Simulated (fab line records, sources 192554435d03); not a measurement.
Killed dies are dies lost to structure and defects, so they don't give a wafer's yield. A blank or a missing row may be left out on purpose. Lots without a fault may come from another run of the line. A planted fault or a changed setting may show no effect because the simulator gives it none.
fab line records | flow n5_finfet
record lots=7 wafers=39
route steps=1938 shown DUMMY_GATE@228 HKMG_FIN@435 GATE_CUT@466 MOL_CONTACT_COAG@544 BEOL_M4@1111
start_h: hours from the record's first day to the start of the lot's first wafer shown | wait_h: hours since the lot's step before | " the same as in the row above | L1.1+2: a row that stands for several wafers | - no value, or no start given | * or withheld: withheld | < > ~ a bound
route shown NAME@n: a module of which the file shows steps, and the number in the route of the first | usual: mean/standard deviation of fault-free wafers | same: alike in all rows | chamber/n: place in a boat | sites: the reading at each site | _std_site: their standard deviation | _edge_site: outer sites' mean less inner sites' | radius_mm: how far each site lies from the wafer's centre | mask NAME#n: copy n | behind: the tool/chamber that last shaped the wafer | hold: why the lot was held/for how many hours/how that ended | device: the transistor (n, p or np) that didn't switch | end of line: the same wafers' tests at the end of the route | a step without rows: its recipe alone | killed: dies lost to structure and defects at the first sort, not the wafer's yield | map: a wafer's dies, x killed, . not, _ none there
set.NAME: the setting as run; set.NAME@STEP: as run at that earlier step | model.NAME: the simulator's own value behind a step, which no gauge read
lots whose settings were changed on purpose; a table a step, a row a wafer
## steps
# step N5_DUMMY_GATE_EXPOSE_12
# recipe mask_id=GATE na=0.33 source_shape=annular sigma_inner=0.2 sigma_outer=0.6 polarization=unpolarized target_cd_nm=25 dose_mj=34
# step N5_DUMMY_GATE_ETCH_31
# recipe chemistry=C4F6/O2 target=SiO2 mask_material=SOC target_depth_a=825 time_s=27.5 ion_energy_ev=250 pressure_mtorr=30 source_w=345 bias_w=185 Ar_flow_sccm=300 C4F6_flow_sccm=10 O2_flow_sccm=10
# step N5_DUMMY_GATE_ETCH_42
# recipe chemistry=CHF3/O2 target=SiO2 target_depth_a=35 time_s=31 ion_energy_ev=30 bias_w=12 pressure_mtorr=30 source_w=600 Ar_flow_sccm=200 CHF3_flow_sccm=50 O2_flow_sccm=5
# step N5_HKMG_FIN_ETCH_32
# recipe chemistry=N2/H2 target=SOC target_depth_a=2400 temp_c=40 time_s=300 ion_energy_ev=200 mask_material=SiARC pressure_mtorr=30 source_w=840 bias_w=150 n2_flow_sccm=200 h2_flow_sccm=200
# step N5_GATE_CUT_ETCH_56
# recipe chemistry=Cl2/Ar target=TiN target_depth_a=216 pressure_mtorr=10 icp_w=600 bias_w=60 Cl2_flow_sccm=40 Ar_flow_sccm=60
# step N5_GATE_CUT_EXPOSE_10
# recipe mask_id=GATE_CUT na=0.33 source_shape=annular sigma_inner=0.35 sigma_outer=0.8 polarization=unpolarized target_cd_nm=20 dose_mj=43.25
# step N5_MOL_CONTACT_COAG_ALD_20
# recipe material=TiN target_thk_a=15 temp_c=400 ald_precursor_family=TiCl4 ald_co_reactant=NH3 pulse_time_s=1 purge_time_s=3 co_reactant_purge_time_s=2 co_reactant_pulse_time_s=2 ald_cycles=68 pressure_torr=3
# step N5_MOL_CONTACT_COAG_SPUTTER_130
# recipe material=Co target_thk_a=475 temp_c=25 chamber_pressure_pa=0.5 power_w=3000
# step N5_BEOL_M4_RC_MEAS_101
# usual DIBL_N=35.7/1.3 DIBL_P=36.0/1.6
# columns lot.wafer tool chamber start_h wait_h set.dose_mj@DUMMY_GATE_EXPOSE_12 set.target_depth_a@DUMMY_GATE_ETCH_31 set.bias_w@DUMMY_GATE_ETCH_42 set.target_depth_a@HKMG_FIN_ETCH_32 set.target_depth_a@GATE_CUT_ETCH_56 set.dose_mj@GATE_CUT_EXPOSE_10 set.ald_cycles@MOL_CONTACT_COAG_ALD_20 set.power_w@MOL_CONTACT_COAG_SPUTTER_130 DIBL_N[mV/V] DIBL_P[mV/V]
L075.1 prober-01 0 175.43 0.0 34 825 12 2400 188.7 43.25 76 2431 33.9 34.2
L075.2 " 0 " " 34 825 10.7 2232 188.7 45.39 68 3000 35.6 36.5
L075.3 " 0 " " 35.55 825 12 2232 216 43.25 76 2431 36.3 37.4
L075.4 " 0 " " 34 825 10.7 2232 216 43.25 68 3000 33.9 34.5
L075.5 " 0 " " 35.55 825 10.7 2400 188.7 45.39 76 3000 38.4 39.4
L075.6 " 0 " " 35.55 825 12 2400 216 45.39 68 2431 36.2 37.5
L079.1 prober-01 0 195.77 0.0 34 825 14.05 2698 216 40.82 68 3000 36.2 36.6
L079.2 " 0 " " 32.71 774.2 12 2400 216 40.82 79 3000 35.0 35.8
L079.3 " 0 " " 32.71 825 12 2400 216 43.25 79 3000 35.2 34.5
L079.4 " 0 " " 34 825 14.05 2400 216 40.82 68 3000 35.7 35.5
L079.5 " 0 " " 32.71 774.2 14.05 2698 216 43.25 79 3000 35.9 36.9
L079.6 " 0 " " 34 774.2 12 2698 216 43.25 68 3000 35.7 35.8
L084.1 prober-01 0 230.64 0.0 34 825 9.969 2400 190.5 40.96 68 3000 34.9 35.9
L084.2 " 0 " " 31.54 879.2 9.969 2697 216 40.96 77 2535 33.0 33.7
L084.3 " 0 " " 31.54 825 12 2400 216 40.96 68 3000 32.5 33.6
L084.4 " 0 " " 34 825 12 2697 190.5 43.25 77 3000 34.4 35.3
L084.5 " 0 " " 31.54 879.2 9.969 2697 190.5 43.25 68 2535 31.7 32.5
L084.6 " 0 " " 34 879.2 12 2400 216 43.25 77 2535 35.4 36.2
L088.1 prober-02 0 242.55 0.0 34 825 12 2120 216 43.25 68 3257 37.4 37.3
L088.2 " 0 " " 32.62 825 12 2120 243.3 43.25 63 3000 35.1 34.7
L088.3 " 0 " " 34 825 12.74 2120 216 43.25 63 3257 37.9 37.9
L088.4 " 0 " " 32.62 825 12.74 2400 243.3 43.25 63 3257 34.2 33.3
L088.5 " 0 " " 32.62 825 12 2400 216 43.25 68 3000 35.5 35.7
L088.6 " 0 " " 34 825 12.74 2400 243.3 43.25 68 3000 38.1 38.4
L090.1 prober-01 0 270.80 0.0 34 918.2 12 2269 216 46.65 65 3000 36.2 38.3
L090.2 " 0 " " 35.16 918.2 12 2400 216 43.25 68 3000 38.2 40.2
L090.3 " 0 " " 34 825 12 2269 216 46.65 68 3000 34.1 35.5
L090.4 " 0 " " 35.16 825 12 2400 188.6 46.65 68 3000 36.4 39.0
L090.5 " 0 " " 35.16 825 12 2269 188.6 43.25 65 3000 36.0 38.1
L090.6 " 0 " " 34 918.2 12 2400 188.6 43.25 65 3000 35.4 37.6
L093.1 prober-02 0 286.77 0.0 34 825 12 2400 228.2 43.25 68 3353 36.7 37.0
L093.2 " 0 " " 32.99 825 12 2400 228.2 46.22 65 3353 33.4 32.6
L093.3 " 0 " " 34 825 12 2400 228.2 46.22 68 3000 35.3 35.0
L093.4 " 0 " " 34 825 12 2400 216 43.25 65 3000 35.0 35.6
L093.5 " 0 " " 32.99 825 12 2400 216 43.25 68 3353 36.2 35.7
L093.6 " 0 " " 32.99 825 12 2400 216 46.22 65 3000 32.3 31.7
L097.1 prober-02 0 302.38 0.0 34 825 12 2400 216 43.25 68 3000 36.9 35.3
L097.2 " 0 " " 34 825 12 2400 216 43.25 68 3000 36.3 35.5
L097.5 " 0 " " 34 825 12 2400 216 43.25 68 3000 36.8 35.1
## key
split step=N5_DUMMY_GATE_EXPOSE_12 setting=dose_mj stated_as=34
response step=N5_BEOL_M4_RC_MEAS_101 reading=DIBL_N slope=+0.458 per=1% together_with=all explained=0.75
response step=N5_BEOL_M4_RC_MEAS_101 reading=DIBL_P slope=+0.501 per=1% together_with=all explained=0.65
split step=N5_DUMMY_GATE_ETCH_31 setting=target_depth_a stated_as=825
response none clear
split step=N5_DUMMY_GATE_ETCH_42 setting=bias_w stated_as=12
response none clear
split step=N5_HKMG_FIN_ETCH_32 setting=target_depth_a stated_as=2400
response none clear
split step=N5_GATE_CUT_ETCH_56 setting=target_depth_a stated_as=216
response none clear
split step=N5_GATE_CUT_EXPOSE_10 setting=dose_mj stated_as=43.25
response none clear
split step=N5_MOL_CONTACT_COAG_ALD_20 setting=ald_cycles stated_as=68
response none clear
split step=N5_MOL_CONTACT_COAG_SPUTTER_130 setting=power_w stated_as=3000
response none clear
